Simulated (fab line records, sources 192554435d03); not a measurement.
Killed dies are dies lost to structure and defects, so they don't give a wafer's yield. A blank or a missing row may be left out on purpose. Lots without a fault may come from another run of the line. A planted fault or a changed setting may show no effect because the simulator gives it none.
Which tool did it? | flow n5_finfet | 22 lots, 66 wafers sampled, at 6 steps of a route of 1938

WHAT THE GAUGES READ, wafer by wafer
The record holds no reading of a measuring or inspecting step that can be judged against a usual standard deviation.

WHICH TOOL RAN EACH LOT (tool, then ch and the chambers of the sampled wafers, then the start)
lot  | N5_BEOL_M8_ANNEAL_51             | N5_BEOL_M9_STRIP_67                | N5_BEOL_M9_ETCH_66                 | N5_BEOL_M9_ETCH_41                            | N5_BEOL_M9_PRE_CLEAN_45      | N5_BEOL_M9_ANNEAL_51
L074 | rtp_anneal-01 ch 0, day 9 09:14  | rie_diel-05 ch 0,2, day 9 11:56    | rie_diel-05 ch 0,2,3, day 9 13:18  | rie_diel-05 ch 0,2,3, day 9 14:34 or earlier  | pvd_sputter-03, day 9 14:34  | rtp_anneal-02 ch 0, day 9 16:17
L076 | rtp_anneal-02 ch 0, day 9 10:01  | rie_diel-04 ch 1,3, day 9 14:25    | rie_diel-04 ch 1,3, day 9 15:13    | rie_diel-04 ch 1,3, day 9 16:10 or earlier    | pvd_sputter-03, day 9 16:10  | rtp_anneal-01 ch 0, day 9 16:56
L075 | rtp_anneal-02 ch 0, day 9 17:14  | rie_diel-02 ch 1,2, day 9 20:35    | rie_diel-02 ch 1,2,3, day 9 21:53  | rie_diel-02 ch 1,2,3, day 9 22:56 or earlier  | pvd_sputter-03, day 9 22:56  | rtp_anneal-01 ch 0, day 9 23:56
L078 | rtp_anneal-01 ch 0, day 9 19:13  | rie_diel-04 ch 1,2,3, day 9 23:19  | rie_diel-05 ch 0,1,3, day 10 03:15 | rie_diel-05 ch 0,1,3, day 10 04:22 or earlier | pvd_sputter-01, day 10 04:22 | rtp_anneal-01 ch 0, day 10 05:27
L079 | rtp_anneal-01 ch 0, day 10 10:28 | rie_diel-02 ch 0,1,2, day 10 14:07 | rie_diel-04 ch 2,3, day 10 19:13   | rie_diel-04 ch 2,3, day 10 21:54 or earlier   | pvd_sputter-01, day 10 21:54 | rtp_anneal-01 ch 0, day 10 22:42
L080 | rtp_anneal-02 ch 0, day 10 23:08 | rie_diel-04 ch 0,2,3, day 11 03:11 | rie_diel-04 ch 0,1,2, day 11 05:29 | rie_diel-04 ch 0,1,2, day 11 06:33 or earlier | pvd_sputter-03, day 11 06:33 | rtp_anneal-01 ch 0, day 11 07:37
L081 | rtp_anneal-02 ch 0, day 11 07:25 | rie_diel-02 ch 0,2, day 11 12:30   | rie_diel-05 ch 0,2,3, day 11 15:51 | rie_diel-05 ch 0,2,3, day 11 16:57 or earlier | pvd_sputter-02, day 11 16:57 | rtp_anneal-01 ch 0, day 11 17:58
L083 | rtp_anneal-02 ch 0, day 11 20:05 | rie_diel-05 ch 0,1,2, day 12 06:33 | rie_diel-02 ch 0,3, day 12 09:16   | rie_diel-02 ch 0,3, day 12 10:44 or earlier   | pvd_sputter-02, day 12 10:44 | rtp_anneal-01 ch 0, day 12 12:16
L084 | rtp_anneal-02 ch 0, day 12 05:01 | rie_diel-05 ch 0,1,3, day 12 07:20 | rie_diel-04 ch 0,3, day 12 09:11   | rie_diel-04 ch 0,3, day 12 10:43 or earlier   | pvd_sputter-03, day 12 10:43 | rtp_anneal-01 ch 0, day 12 12:05
L085 | rtp_anneal-02 ch 0, day 12 12:49 | rie_diel-05 ch 0,1, day 12 16:23   | rie_diel-04 ch 0,1, day 12 20:17   | rie_diel-04 ch 0,1, day 12 21:45 or earlier   | pvd_sputter-02, day 12 21:45 | rtp_anneal-01 ch 0, day 12 23:46
L086 | rtp_anneal-02 ch 0, day 12 14:46 | rie_diel-02 ch 1,2,3, day 12 18:06 | rie_diel-05 ch 0,1, day 12 19:40   | rie_diel-05 ch 0,1, day 12 20:38 or earlier   | pvd_sputter-01, day 12 20:38 | rtp_anneal-01 ch 0, day 12 21:51
L087 | rtp_anneal-01 ch 0, day 12 21:39 | rie_diel-02 ch 0,1,3, day 13 01:26 | rie_diel-04 ch 0,1,3, day 13 02:31 | rie_diel-04 ch 0,1,3, day 13 03:46 or earlier | pvd_sputter-02, day 13 03:46 | rtp_anneal-01 ch 0, day 13 04:50
L088 | rtp_anneal-02 ch 0, day 13 00:20 | rie_diel-05 ch 1,2,3, day 13 03:29 | rie_diel-02 ch 2,3, day 13 04:18   | rie_diel-02 ch 2,3, day 13 05:14 or earlier   | pvd_sputter-03, day 13 05:14 | rtp_anneal-02 ch 0, day 13 06:27
L089 | rtp_anneal-02 ch 0, day 13 05:49 | rie_diel-02 ch 0,1,3, day 13 08:17 | rie_diel-02 ch 0,2,3, day 13 09:58 | rie_diel-02 ch 0,2,3, day 13 11:49 or earlier | pvd_sputter-01, day 13 11:49 | rtp_anneal-01 ch 0, day 13 12:44
L091 | rtp_anneal-02 ch 0, day 13 20:38 | rie_diel-05 ch 1,2,3, day 14 02:30 | rie_diel-02 ch 0,2,3, day 14 03:31 | rie_diel-02 ch 0,2,3, day 14 04:27 or earlier | pvd_sputter-02, day 14 04:27 | rtp_anneal-01 ch 0, day 14 05:20
L090 | rtp_anneal-01 ch 0, day 13 21:59 | rie_diel-05 ch 0,2, day 14 02:52   | rie_diel-02 ch 0,1,2, day 14 04:08 | rie_diel-02 ch 0,1,2, day 14 05:14 or earlier | pvd_sputter-02, day 14 05:14 | rtp_anneal-02 ch 0, day 14 06:06
L092 | rtp_anneal-02 ch 0, day 14 02:46 | rie_diel-04 ch 0,1,2, day 14 05:40 | rie_diel-02 ch 0,3, day 14 08:07   | rie_diel-02 ch 0,3, day 14 09:05 or earlier   | pvd_sputter-02, day 14 09:05 | rtp_anneal-01 ch 0, day 14 12:54
L093 | rtp_anneal-01 ch 0, day 14 16:32 | rie_diel-02 ch 0,3, day 14 20:24   | rie_diel-02 ch 0,3, day 14 21:25   | rie_diel-02 ch 0,3, day 14 23:32 or earlier   | pvd_sputter-02, day 14 23:32 | rtp_anneal-01 ch 0, day 15 00:26
L096 | rtp_anneal-01 ch 0, day 14 22:15 | rie_diel-04 ch 1,2,3, day 15 01:04 | rie_diel-05 ch 1,2,3, day 15 05:05 | rie_diel-05 ch 1,2,3, day 15 06:01 or earlier | pvd_sputter-02, day 15 06:01 | rtp_anneal-02 ch 0, day 15 07:13
L095 | rtp_anneal-01 ch 0, day 15 00:47 | rie_diel-04 ch 0,2,3, day 15 06:29 | rie_diel-02 ch 0,1,3, day 15 07:43 | rie_diel-02 ch 0,1,3, day 15 09:01 or earlier | pvd_sputter-03, day 15 09:01 | rtp_anneal-02 ch 0, day 15 13:01
L094 | rtp_anneal-02 ch 0, day 15 01:06 | rie_diel-02 ch 0,2,3, day 15 06:44 | rie_diel-02 ch 0,2, day 15 08:16   | rie_diel-02 ch 0,2, day 15 12:28 or earlier   | pvd_sputter-01, day 15 12:28 | rtp_anneal-01 ch 0, day 15 13:46
L097 | rtp_anneal-02 ch 0, day 15 23:53 | rie_diel-05 ch 0,1,2, day 16 04:31 | rie_diel-02 ch 1,2, day 16 05:50   | rie_diel-02 ch 1,2, day 16 06:46 or earlier   | pvd_sputter-01, day 16 06:46 | rtp_anneal-02 ch 0, day 16 09:05
- N5_BEOL_M8_ANNEAL_51: time 90 s.
- N5_BEOL_M9_STRIP_67: strips in CF4.
- N5_BEOL_M9_ETCH_66: etches SOC in N2/H2, target depth 80 nm, overetch 16 nm, time 120 s.
- N5_BEOL_M9_ETCH_41: etches SiCN in CH3F/O2, target depth 36.6 nm, time 70.1 s.
- N5_BEOL_M9_PRE_CLEAN_45: time 30 s.
- N5_BEOL_M9_ANNEAL_51: time 90 s.

WHAT THE TOOLS THEMSELVES READ (means of the sampled wafers that have a number; where no wafer has one, the mark that the record gives instead)
N5_BEOL_M8_ANNEAL_51.
lot  | tool          | wafer_temp_C_max
L074 | rtp_anneal-01 | 226.01
L076 | rtp_anneal-02 | 225.94
L075 | rtp_anneal-02 | 225.86
L078 | rtp_anneal-01 | 225.83
L079 | rtp_anneal-01 | 225.52
L080 | rtp_anneal-02 | 226.18
L081 | rtp_anneal-02 | 226.22
L083 | rtp_anneal-02 | 226.06
L084 | rtp_anneal-02 | 225.99
L085 | rtp_anneal-02 | 226.16
L086 | rtp_anneal-02 | 226.11
L087 | rtp_anneal-01 | 226.07
L088 | rtp_anneal-02 | 225.87
L089 | rtp_anneal-02 | 225.91
L091 | rtp_anneal-02 | 226.01
L090 | rtp_anneal-01 | 226.24
L092 | rtp_anneal-02 | 226.01
L093 | rtp_anneal-01 | 225.87
L096 | rtp_anneal-01 | 226.31
L095 | rtp_anneal-01 | 226.16
L094 | rtp_anneal-02 | 226.27
L097 | rtp_anneal-02 | 226.09

N5_BEOL_M9_STRIP_67.
lot  | tool        | cf4_flow_sccm (sccm) | chamber_pressure_mTorr (mTorr) | drypump_motor_current_A (A) | oes_product_au (a.u.) | rf_vpp_V (V) | showerhead_plenum_p_Torr (Torr) | throttle_valve_pct (%)
L074 | rie_diel-05 | 150.0                | 50.02                          | 6.1                         | 0.82                  | 270.7        | 1.80                            | 13.55
L076 | rie_diel-04 | 150.0                | 50.02                          | 5.4                         | 0.84                  | 273.7        | 1.89                            | 13.30
L075 | rie_diel-02 | 149.5                | 49.96                          | 6.4                         | 0.89                  | 271.1        | 1.78                            | 13.53
L078 | rie_diel-04 | 150.4                | 49.97                          | 5.5                         | 0.76                  | 272.0        | 1.86                            | 13.50
L079 | rie_diel-02 | 149.8                | 49.98                          | 6.0                         | 0.90                  | 271.7        | 1.83                            | 13.51
L080 | rie_diel-04 | 150.2                | 49.98                          | 5.5                         | 0.83                  | 272.1        | 1.85                            | 13.47
L081 | rie_diel-02 | 149.9                | 49.99                          | 6.2                         | 0.85                  | 272.5        | 1.85                            | 13.67
L083 | rie_diel-05 | 149.6                | 49.97                          | 5.8                         | 0.77                  | 270.9        | 1.78                            | 13.59
L084 | rie_diel-05 | 149.6                | 49.99                          | 5.8                         | 0.74                  | 271.2        | 1.77                            | 13.58
L085 | rie_diel-05 | 150.1                | 50.02                          | 5.5                         | 0.73                  | 270.8        | 1.77                            | 13.60
L086 | rie_diel-02 | 149.8                | 50.00                          | 6.5                         | 0.81                  | 270.1        | 1.78                            | 13.69
L087 | rie_diel-02 | 150.1                | 50.00                          | 5.9                         | 0.84                  | 271.5        | 1.81                            | 13.49
L088 | rie_diel-05 | 150.0                | 50.03                          | 6.1                         | 0.79                  | 270.1        | 1.74                            | 13.56
L089 | rie_diel-02 | 150.1                | 49.98                          | 5.9                         | 0.84                  | 271.8        | 1.81                            | 13.50
L091 | rie_diel-05 | 150.1                | 50.01                          | 6.1                         | 0.79                  | 270.2        | 1.74                            | 13.59
L090 | rie_diel-05 | 150.1                | 50.01                          | 5.8                         | 0.74                  | 271.5        | 1.81                            | 13.63
L092 | rie_diel-04 | 149.8                | 50.00                          | 5.5                         | 0.92                  | 272.0        | 1.83                            | 13.28
L093 | rie_diel-02 | 150.0                | 50.04                          | 5.5                         | 0.86                  | 272.0        | 1.86                            | 13.47
L096 | rie_diel-04 | 150.5                | 49.98                          | 5.5                         | 0.89                  | 272.2        | 1.85                            | 13.16
L095 | rie_diel-04 | 150.0                | 50.03                          | 5.5                         | 0.89                  | 271.8        | 1.85                            | 13.32
L094 | rie_diel-02 | 149.9                | 50.03                          | 6.1                         | 0.81                  | 271.6        | 1.83                            | 13.68
L097 | rie_diel-05 | 150.0                | 49.99                          | 5.9                         | 0.83                  | 270.1        | 1.77                            | 13.46

N5_BEOL_M9_ETCH_66.
lot  | tool        | chamber_pressure_mTorr (mTorr) | drypump_motor_current_A (A) | oes_product_au (a.u.) | rf_vpp_V (V) | showerhead_plenum_p_Torr (Torr) | throttle_valve_pct (%)
L074 | rie_diel-05 | 30.005                         | 6.1                         | 0.61                  | 523.5        | 2.52                            | 17.80
L076 | rie_diel-04 | 29.982                         | 5.4                         | 0.58                  | 526.3        | 2.64                            | 17.70
L075 | rie_diel-02 | 30.007                         | 6.5                         | 0.64                  | 523.5        | 2.54                            | 17.94
L078 | rie_diel-05 | 29.981                         | 5.8                         | 0.57                  | 523.1        | 2.50                            | 17.83
L079 | rie_diel-04 | 30.027                         | 5.6                         | 0.58                  | 525.9        | 2.63                            | 17.60
L080 | rie_diel-04 | 29.982                         | 5.5                         | 0.65                  | 526.3        | 2.60                            | 17.77
L081 | rie_diel-05 | 30.001                         | 6.1                         | 0.60                  | 523.2        | 2.52                            | 17.82
L083 | rie_diel-02 | 29.982                         | 5.5                         | 0.67                  | 527.3        | 2.64                            | 17.65
L084 | rie_diel-04 | 29.983                         | 5.5                         | 0.68                  | 528.1        | 2.65                            | 17.48
L085 | rie_diel-04 | 29.990                         | 5.4                         | 0.69                  | 525.9        | 2.60                            | 17.69
L086 | rie_diel-05 | 30.021                         | 5.6                         | 0.56                  | 523.0        | 2.49                            | 17.81
L087 | rie_diel-04 | 30.002                         | 5.4                         | 0.68                  | 526.2        | 2.63                            | 17.60
L088 | rie_diel-02 | 30.028                         | 6.6                         | 0.58                  | 523.2        | 2.54                            | 18.00
L089 | rie_diel-02 | 30.004                         | 6.1                         | 0.63                  | 525.3        | 2.59                            | 17.86
L091 | rie_diel-02 | 29.993                         | 6.1                         | 0.63                  | 524.5        | 2.59                            | 17.87
L090 | rie_diel-02 | 30.015                         | 6.0                         | 0.66                  | 524.7        | 2.57                            | 17.84
L092 | rie_diel-02 | 29.997                         | 6.0                         | 0.61                  | 525.4        | 2.58                            | 17.81
L093 | rie_diel-02 | 29.996                         | 5.5                         | 0.65                  | 525.3        | 2.63                            | 17.67
L096 | rie_diel-05 | 29.994                         | 6.1                         | 0.60                  | 521.5        | 2.44                            | 17.80
L095 | rie_diel-02 | 30.006                         | 5.9                         | 0.63                  | 523.9        | 2.56                            | 17.80
L094 | rie_diel-02 | 30.017                         | 5.6                         | 0.66                  | 525.9        | 2.64                            | 17.74
L097 | rie_diel-02 | 29.966                         | 6.6                         | 0.61                  | 523.7        | 2.53                            | 18.08

N5_BEOL_M9_ETCH_41.
lot  | tool        | chamber_pressure_mTorr (mTorr) | drypump_motor_current_A (A) | mfc_ar_sccm (sccm) | oes_product_au (a.u.) | rf_vpp_V (V) | showerhead_plenum_p_Torr (Torr) | throttle_valve_pct (%)
L074 | rie_diel-05 | 30.020                         | 6.1                         | 150.1              | 0.79                  | 297.1        | 1.98                            | 16.23
L076 | rie_diel-04 | 29.992                         | 5.4                         | 149.8              | 0.75                  | 298.3        | 2.08                            | 16.18
L075 | rie_diel-02 | 30.011                         | 6.4                         | 150.0              | 0.83                  | 297.6        | 1.99                            | 16.41
L078 | rie_diel-05 | 29.981                         | 5.8                         | 150.5              | 0.74                  | 296.7        | 1.97                            | 16.23
L079 | rie_diel-04 | 30.021                         | 5.6                         | 149.6              | 0.75                  | 298.5        | 2.08                            | 16.27
L080 | rie_diel-04 | 29.974                         | 5.5                         | 149.5              | 0.87                  | 297.8        | 2.05                            | 16.23
L081 | rie_diel-05 | 30.009                         | 6.1                         | 149.9              | 0.78                  | 296.9        | 1.97                            | 16.26
L083 | rie_diel-02 | 30.015                         | 5.5                         | 149.9              | 0.88                  | 299.2        | 2.07                            | 16.11
L084 | rie_diel-04 | 30.016                         | 5.5                         | 150.5              | 0.88                  | 298.4        | 2.10                            | 16.09
L085 | rie_diel-04 | 29.992                         | 5.3                         | 150.4              | 0.92                  | 297.5        | 2.05                            | 16.06
L086 | rie_diel-05 | 30.021                         | 5.6                         | 149.8              | 0.72                  | 296.9        | 1.96                            | 16.29
L087 | rie_diel-04 | 29.984                         | 5.4                         | 150.2              | 0.89                  | 298.3        | 2.07                            | 16.07
L088 | rie_diel-02 | 30.021                         | 6.6                         | 150.4              | 0.75                  | 296.9        | 2.00                            | 16.54
L089 | rie_diel-02 | 29.992                         | 6.1                         | 150.4              | 0.82                  | 298.3        | 2.04                            | 16.36
L091 | rie_diel-02 | 29.987                         | 6.1                         | 150.2              | 0.80                  | 298.2        | 2.03                            | 16.36
L090 | rie_diel-02 | 30.023                         | 6.0                         | 150.3              | 0.85                  | 298.0        | 2.02                            | 16.29
L092 | rie_diel-02 | 30.014                         | 6.0                         | 149.8              | 0.79                  | 297.3        | 2.02                            | 16.32
L093 | rie_diel-02 | 29.999                         | 5.5                         | 149.8              | 0.85                  | 298.8        | 2.06                            | 16.14
L096 | rie_diel-05 | 29.982                         | 6.1                         | 149.9              | 0.76                  | 295.2        | 1.92                            | 16.29
L095 | rie_diel-02 | 30.002                         | 5.9                         | 149.7              | 0.82                  | 296.5        | 2.01                            | 16.25
L094 | rie_diel-02 | 30.000                         | 5.6                         | 150.5              | 0.86                  | 298.8        | 2.07                            | 16.19
L097 | rie_diel-02 | 29.999                         | 6.5                         | 150.1              | 0.79                  | 297.8        | 1.99                            | 16.55

N5_BEOL_M9_PRE_CLEAN_45.
lot  | tool           | heater_power_w (W)
L074 | pvd_sputter-03 | 321
L076 | pvd_sputter-03 | 329
L075 | pvd_sputter-03 | 335
L078 | pvd_sputter-01 | 319
L079 | pvd_sputter-01 | 350
L080 | pvd_sputter-03 | 334
L081 | pvd_sputter-02 | 353
L083 | pvd_sputter-02 | 336
L084 | pvd_sputter-03 | 329
L085 | pvd_sputter-02 | 342
L086 | pvd_sputter-01 | 337
L087 | pvd_sputter-02 | 323
L088 | pvd_sputter-03 | 328
L089 | pvd_sputter-01 | 321
L091 | pvd_sputter-02 | 343
L090 | pvd_sputter-02 | 326
L092 | pvd_sputter-02 | 356
L093 | pvd_sputter-02 | 318
L096 | pvd_sputter-02 | 335
L095 | pvd_sputter-03 | 323
L094 | pvd_sputter-01 | 352
L097 | pvd_sputter-01 | 330

N5_BEOL_M9_ANNEAL_51.
lot  | tool          | wafer_temp_C_max
L074 | rtp_anneal-02 | 225.99
L076 | rtp_anneal-01 | 226.06
L075 | rtp_anneal-01 | 226.26
L078 | rtp_anneal-01 | 225.94
L079 | rtp_anneal-01 | 226.05
L080 | rtp_anneal-01 | 226.38
L081 | rtp_anneal-01 | 226.08
L083 | rtp_anneal-01 | 225.89
L084 | rtp_anneal-01 | 225.93
L085 | rtp_anneal-01 | 226.09
L086 | rtp_anneal-01 | 226.11
L087 | rtp_anneal-01 | 225.85
L088 | rtp_anneal-02 | 226.18
L089 | rtp_anneal-01 | 225.88
L091 | rtp_anneal-01 | 225.98
L090 | rtp_anneal-02 | 226.08
L092 | rtp_anneal-01 | 225.79
L093 | rtp_anneal-01 | 225.81
L096 | rtp_anneal-02 | 225.64
L095 | rtp_anneal-02 | 225.89
L094 | rtp_anneal-01 | 226.20
L097 | rtp_anneal-02 | 226.02

THE ANSWER, worked out from the rows above alone
Rule: what is usual is taken from the lots themselves. Put in order of their means at a reading, lots are off if they are a third of the lots or fewer, leave a main group of 4 or more, and stand apart from it by a gap of 3 or more times the standard deviation of the main group's means; of several such gaps the widest counts. A main group whose means are all the same, to the digits that the tables above print for the reading, isn't used. A lot without any number at a reading at which 4 lots or more have one is off too. The other lots that the step has rows for count as sound. The gauges are gone through in route order, then the tools' own readings, and for those a lot's mean is taken as printed above. The first step at which some lot is off is used, and at that step the reading that is off furthest; a lot without a number counts as furthest.
No lot is off at any reading shown: from this, nothing can be told.

WHAT THE SIMULATOR HAD PUT IN
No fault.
